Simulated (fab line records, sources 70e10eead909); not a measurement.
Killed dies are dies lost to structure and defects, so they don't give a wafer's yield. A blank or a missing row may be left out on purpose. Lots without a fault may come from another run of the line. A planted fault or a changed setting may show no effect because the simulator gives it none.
Chamber matching | flow nand_harc | NHARC_P_M0_ETCH_34 on rie_diel-09: 4 sister chambers
The step etches the open film in N2/H2, target depth 40 nm, overetch 12 nm, time 43.94 s. 24 wafers are shown with their chamber, then 12 later ones without.

WAFERS WITH THEIR CHAMBER
wafer  | chamber | drypump_motor_current_A (A) | showerhead_plenum_p_Torr (Torr) | oes_product_au (a.u.)
L074.2 | 1       | 6.7                         | 2.14                            | 0.982
L074.4 | 0       | 5.9                         | 2.13                            | 0.980
L074.5 | 1       | 6.7                         | 2.14                            | 0.988
L076.1 | 3       | 5.9                         | 2.20                            | 1.025
L076.2 | 2       | 6.3                         | 2.18                            | 1.015
L076.5 | 0       | 5.9                         | 2.13                            | 0.980
L079.4 | 1       | 6.7                         | 2.13                            | 0.999
L079.5 | 0       | 5.9                         | 2.13                            | 0.994
L079.6 | 3       | 5.9                         | 2.20                            | 1.010
L080.3 | 0       | 5.9                         | 2.13                            | 0.985
L080.4 | 3       | 5.9                         | 2.20                            | 1.014
L080.5 | 1       | 6.7                         | 2.13                            | 0.989
L082.2 | 3       | 5.9                         | 2.20                            | 1.026
L082.3 | 2       | 6.3                         | 2.18                            | 1.015
L082.5 | 3       | 5.9                         | 2.20                            | 1.029
L085.1 | 2       | 6.3                         | 2.17                            | 1.029
L085.2 | 3       | 6.0                         | 2.20                            | 1.023
L085.6 | 3       | 6.0                         | 2.20                            | 1.030
L084.1 | 0       | 5.9                         | 2.13                            | 0.975
L084.2 | 1       | 6.7                         | 2.13                            | 0.991
L084.3 | 2       | 6.3                         | 2.17                            | 1.018
L086.1 | 0       | 5.9                         | 2.13                            | 0.978
L086.3 | 2       | 6.3                         | 2.17                            | 1.008
L086.6 | 2       | 6.3                         | 2.17                            | 1.014

SIGNATURES (means of the wafers above)
reading                  | chamber 0 | chamber 1 | chamber 2 | chamber 3 | scatter within a chamber
drypump_motor_current_A  | 5.900     | 6.700     | 6.300     | 5.929     | 0.0267
showerhead_plenum_p_Torr | 2.1300    | 2.1340    | 2.1733    | 2.2000    | 0.00356
oes_product_au           | 0.98200   | 0.98980   | 1.01650   | 1.02243   | 0.00694
Rule: a wafer's distance from a chamber is the root of the sum, over the readings, of the square of ((its reading less the chamber's mean) divided by the reading's scatter). The wafer belongs to the nearest chamber; if the next one is less than 2 further off, it can't be placed. The scatter: the root of (the sum of the squares of (reading less its chamber's mean) over the shown wafers, divided by (wafers less chambers)).

WAFERS WITHOUT THEIR CHAMBER
wafer  | drypump_motor_current_A (A) | showerhead_plenum_p_Torr (Torr) | oes_product_au (a.u.)
L089.1 | 6.8                         | 2.13                            | 0.985
L089.2 | 5.9                         | 2.13                            | 0.974
L089.5 | 6.3                         | 2.17                            | 1.011
L090.2 | 6.0                         | 2.20                            | 1.015
L090.3 | 5.9                         | 2.13                            | 0.978
L090.4 | 6.3                         | 2.17                            | 1.017
L091.1 | 6.8                         | 2.13                            | 0.990
L091.2 | 5.9                         | 2.13                            | 0.978
L091.6 | 6.3                         | 2.17                            | 1.018
L095.2 | 5.9                         | 2.20                            | 1.021
L095.4 | 5.9                         | 2.13                            | 0.984
L095.5 | 5.9                         | 2.12                            | 0.979

WHICH CHAMBER EACH WENT THROUGH
wafer  | from the rows above | in truth
L089.1 | 1                   | 1
L089.2 | 0                   | 0
L089.5 | 2                   | 2
L090.2 | 3                   | 3
L090.3 | 0                   | 0
L090.4 | 2                   | 2
L091.1 | 1                   | 1
L091.2 | 0                   | 0
L091.6 | 2                   | 2
L095.2 | 3                   | 3
L095.4 | 0                   | 0
L095.5 | 0                   | 0
Placed correctly: 12 of 12. Can't be placed from these rows: 0. Placed wrongly: 0.
